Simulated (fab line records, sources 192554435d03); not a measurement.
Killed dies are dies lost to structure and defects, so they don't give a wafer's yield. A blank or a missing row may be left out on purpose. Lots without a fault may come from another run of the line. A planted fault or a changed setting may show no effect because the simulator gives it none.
Split-lot experiment | flow n5_finfet | 7 lots, 39 wafers read, on a route of 1938 steps

THE SPLIT
At N5_FIN_CUT_CUT_ETCH_26 (etches SiNx in CH3F/O2, target depth 39 nm, time 55.7 s), the setting target_depth_a was moved away from the recipe's 390 angstrom on 18 of the 39 wafers read, by -12.2% to +9.2%. The other wafers ran this setting at the recipe's value.

The file shows no step between the split and the reading.

THE READING
SOC_of_FIN_CUT_COAT_18.thk_nm (the simulator's own value, which no gauge read), in nm, at N5_FIN_CUT_CUT_ETCH_27 (etches SiO2 in CHF3/O2, target depth 4 nm, overetch 2 nm, time 4.9 s). The file gives no usual value for it. The 21 wafers here that ran the recipe average 208.1 nm, standard deviation 0.9 nm.

wafer  | tool, chamber at the split | target_depth_a as run, angstrom | against the recipe | SOC_of_FIN_CUT_COAT_18.thk_nm, nm | against lot-mates on the recipe
L074.1 | rie_diel-03, 0             | 390                             | recipe             | 208                               | -
L074.2 | rie_diel-03, 1             | 353.7                           | -9.3%              | 210.6                             | +2.8
L074.3 | rie_diel-03, 3             | 353.7                           | -9.3%              | 209.8                             | +2.0
L074.4 | rie_diel-03, 2             | 353.7                           | -9.3%              | 209.6                             | +1.8
L074.5 | rie_diel-03, 3             | 390                             | recipe             | 207.2                             | -
L074.6 | rie_diel-03, 0             | 390                             | recipe             | 208.2                             | -
L076.1 | rie_diel-03, 2             | 390                             | recipe             | 209.4                             | -
L076.2 | rie_diel-03, 3             | 347.6                           | -10.9%             | 211.2                             | +2.0
L076.3 | rie_diel-03, 1             | 347.6                           | -10.9%             | 212.4                             | +3.2
L076.4 | rie_diel-03, 0             | 390                             | recipe             | 209.2                             | -
L076.5 | rie_diel-03, 1             | 347.6                           | -10.9%             | 212.2                             | +3.0
L076.6 | rie_diel-03, 2             | 390                             | recipe             | 209                               | -
L077.1 | rie_diel-01, 2             | 390                             | recipe             | 208                               | -
L077.2 | rie_diel-01, 1             | 342.4                           | -12.2%             | 211.2                             | +3.1
L077.3 | rie_diel-01, 3             | 342.4                           | -12.2%             | 211.6                             | +3.5
L077.4 | rie_diel-01, 0             | 390                             | recipe             | 207.8                             | -
L077.5 | rie_diel-01, 1             | 390                             | recipe             | 208.4                             | -
L077.6 | rie_diel-01, 2             | 342.4                           | -12.2%             | 210                               | +1.9
L079.1 | rie_diel-06, 0             | 405.8                           | +4.1%              | 207.6                             | -0.9
L079.5 | rie_diel-06, 1             | 405.8                           | +4.1%              | 207.6                             | -0.9
L079.2 | rie_diel-06, 2             | 390                             | recipe             | 208.4                             | -
L079.6 | rie_diel-06, 2             | 390                             | recipe             | 208.4                             | -
L079.3 | rie_diel-06, 3             | 405.8                           | +4.1%              | 206.4                             | -2.1
L079.4 | rie_diel-06, 1             | 390                             | recipe             | 208.8                             | -
L085.1 | rie_diel-01, 0             | 410.7                           | +5.3%              | 207.2                             | -1.9
L085.2 | rie_diel-01, 1             | 410.7                           | +5.3%              | 207.2                             | -1.9
L085.3 | rie_diel-01, 2             | 390                             | recipe             | 208.8                             | -
L085.4 | rie_diel-01, 3             | 410.7                           | +5.3%              | 208.6                             | -0.5
L085.5 | rie_diel-01, 3             | 390                             | recipe             | 209.2                             | -
L085.6 | rie_diel-01, 0             | 390                             | recipe             | 209.2                             | -
L090.1 | rie_diel-01, 3             | 425.7                           | +9.2%              | 206.8                             | -0.7
L090.2 | rie_diel-01, 1             | 390                             | recipe             | 207.8                             | -
L090.3 | rie_diel-01, 0             | 390                             | recipe             | 207.4                             | -
L090.4 | rie_diel-01, 2             | 425.7                           | +9.2%              | 205.6                             | -1.9
L090.5 | rie_diel-01, 2             | 390                             | recipe             | 207.2                             | -
L090.6 | rie_diel-01, 3             | 425.7                           | +9.2%              | 206.6                             | -0.9
L091.4 | rie_diel-06, 0             | 390                             | recipe             | 206.8                             | -
L091.5 | rie_diel-06, 3             | 390                             | recipe             | 206.4                             | -
L091.6 | rie_diel-06, 2             | 390                             | recipe             | 206.4                             | -

THE FIT
A straight line over all 39 wafers: SOC_of_FIN_CUT_COAT_18.thk_nm changes by -0.236 nm for each +1% of target_depth_a; r = -0.85; the points scatter about the line by 0.89 nm.
The same after taking each lot's own level away (the mean of its wafers on the recipe; 39 wafers): -0.223 nm for each +1%; r = -0.93; scatter 0.54 nm.
On that fit, the largest move of target_depth_a shifts the reading by 2.7 nm.
The lots' own levels span 206.53 to 209.20 nm, that is 2.9 times the standard deviation above.
So the lot-to-lot level changes the slope little: the two slopes agree.
Check: with one of the wafers moved furthest among these (-12.2%) left out of the fit, the line predicts +2.74 nm for it against its lot-mates. It came out at +3.13 nm against them.

THE WHOLE CHAIN: every reading that the file lists as answering this split, in the file's order
step                   | what it does                                                         | reading                                                                        | change (the file's fit)               | r (the file's)
N5_FIN_CUT_CUT_ETCH_26 | etches SiNx in CH3F/O2, target depth 39 nm, time 55.7 s              | etch.depth_nm (the simulator's own value, which no gauge read)                 | +0.417 nm for each +1% of the setting | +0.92
N5_FIN_CUT_CUT_ETCH_26 | etches SiNx in CH3F/O2, target depth 39 nm, time 55.7 s              | SOC_of_FIN_CUT_COAT_18.thk_nm (the simulator's own value, which no gauge read) | -0.22 nm for each +1% of the setting  | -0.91
N5_FIN_CUT_CUT_ETCH_27 | etches SiO2 in CHF3/O2, target depth 4 nm, overetch 2 nm, time 4.9 s | SOC_of_FIN_CUT_COAT_18.thk_nm (the simulator's own value, which no gauge read) | -0.225 nm for each +1% of the setting | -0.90

THE FILE'S OWN FIT
SOC_of_FIN_CUT_COAT_18.thk_nm changes by -0.225 nm for each +1% of target_depth_a, r = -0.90.
